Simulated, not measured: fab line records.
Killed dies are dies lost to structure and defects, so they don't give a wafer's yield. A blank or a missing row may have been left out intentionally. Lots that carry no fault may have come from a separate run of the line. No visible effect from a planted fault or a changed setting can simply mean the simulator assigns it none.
A struck lot beside a sound one -- flow nandHarc -- 14 out of 1302 route steps
Sound: the wafers L104.4, L104.5, L104.6. Struck: wafer L119.4. (L119.1, L119.3 of the same lot were not struck and are left out.) The cause comes at the end.
For every step that has rows: the tool of each side, followed by ch and its chambers, followed by its first start. Under that, the readings that differ: sound wafers -- struck wafers -- difference of the means -- sigmas: that difference in standard deviations of wafers without a fault.
alike: readings with means less than 2 such deviations apart, plus words and numbers identical on both sides. not compared: withheld readings, readings lacking a value on some wafer, bounds such as >300 that could conceal the same value, and numbers that have no deviation in the record and whose values overlap.
A row with sigmas, a row that says differs or no value, or rows on one side alone: a step with any of these is where the two part. Numbers that don't overlap but have no deviation are shown without sigmas and don't part them. A reading missing from all wafers of one side parts the sides only when that side holds two or more wafers.

first, 3 steps without rows for these wafers: NHARC_THIN_TSV_EXPOSE_09 (exposes mask TSV); NHARC_THIN_TSV_PEB_10 (peb time 85 s); NHARC_THIN_TSV_DEVELOP_11 (time 70 s).
NHARC_THIN_TSV_CD_MEAS_12: target cd 1000 nm.
  sound on cdSem-02 ch 0, day 24 10:03; struck on cdSem-03 ch 0, day 30 16:28
  alike: cdNm
then, 1 step without rows for these wafers: NHARC_THIN_TSV_HARDBAKE_13 (time 80 s).
NHARC_THIN_TSV_DESCUM_14: chemistry O2, time 3 s.
  sound on rieDiel-13 ch 0,3, day 24 10:13; struck on rieDiel-13 ch 0, day 30 16:38
  alike: drypumpMotorCurrentA, oesProductAu, rfVppV, showerheadPlenumPTorr, throttleValvePct
  not compared: rfHoursCounterH
NHARC_THIN_TSV_ETCH_44: etches the open film in CF4/O2, target depth 1594.2 nm, time 797.1 s.
  sound on rieDiel-13 ch 0,1,3, day 24 10:28; struck on rieDiel-13 ch 3, day 30 16:43
reading,sound,struck,difference,sigmas
oesProductAu (a.u.),1.007 0.997 0.986,1.012,+0.015,+2
  alike: drypumpMotorCurrentA, rfVppV, showerheadPlenumPTorr, throttleValvePct
  not compared: rfHoursCounterH
NHARC_THIN_TSV_ETCH_15: target depth 3000 nm, bosch target overetch cycles 2, bosch etch step 2.8 s.
  sound on rieSi-02 ch 0,3, day 24 10:52; struck on rieSi-02 ch 2, day 30 17:18
  alike: drypumpMotorCurrentA
  not compared: rfHoursCounterH
NHARC_THIN_TSV_CD_MEAS_16:
  sound on cdSem-03 at day 24 11:01; struck on cdSem-03 at day 30 17:28
  alike: cdNm
NHARC_THIN_TSV_STRIP_45: strips in O2.
  sound on plasmaAsher-02 ch 0,1, day 24 11:10; struck on plasmaAsher-02 ch 1, day 30 17:32
  alike: drypumpMotorCurrentA, heaterPowerW
  not compared: rfHoursCounterH
then, 1 step without rows for these wafers: NHARC_THIN_TSV_STRIP_46 (strips in post etch residue remover, time 1200 s).
NHARC_THIN_TSV_DEP_47: deposits SiO2, target thk 200 nm.
  sound on pecvd-01 ch 0,1,2, day 24 12:01; struck on pecvd-01 ch 1, day 30 18:20
  alike: throttleValvePct
NHARC_THIN_TSV_ETCHBACK_48: etches the open film in C4F8/Ar, target depth 1028.5 nm, time 405.17 s.
  sound on rieDiel-13 ch 1,2, day 24 12:17; struck on rieDiel-13 ch 3, day 30 18:44
reading,sound,struck,difference,sigmas
overEtchFrac,0.3 0.3 0.3,0.26166,-0.03834,
  alike: oesProductAu, rfVppV
  not compared: rfHoursCounterH
then, 1 step without rows for these wafers: NHARC_THIN_TSV_STRIP_62 (strips in N2/H2, time 20 s).

== WHERE THEY PART ==
At NHARC_THIN_TSV_ETCH_44 and nowhere else, as far as this record goes. Later steps at which nothing parts them and some readings are alike: NHARC_THIN_TSV_ETCH_15, NHARC_THIN_TSV_CD_MEAS_16, NHARC_THIN_TSV_STRIP_45, NHARC_THIN_TSV_DEP_47, NHARC_THIN_TSV_ETCHBACK_48.

WHY: what the simulator had put in
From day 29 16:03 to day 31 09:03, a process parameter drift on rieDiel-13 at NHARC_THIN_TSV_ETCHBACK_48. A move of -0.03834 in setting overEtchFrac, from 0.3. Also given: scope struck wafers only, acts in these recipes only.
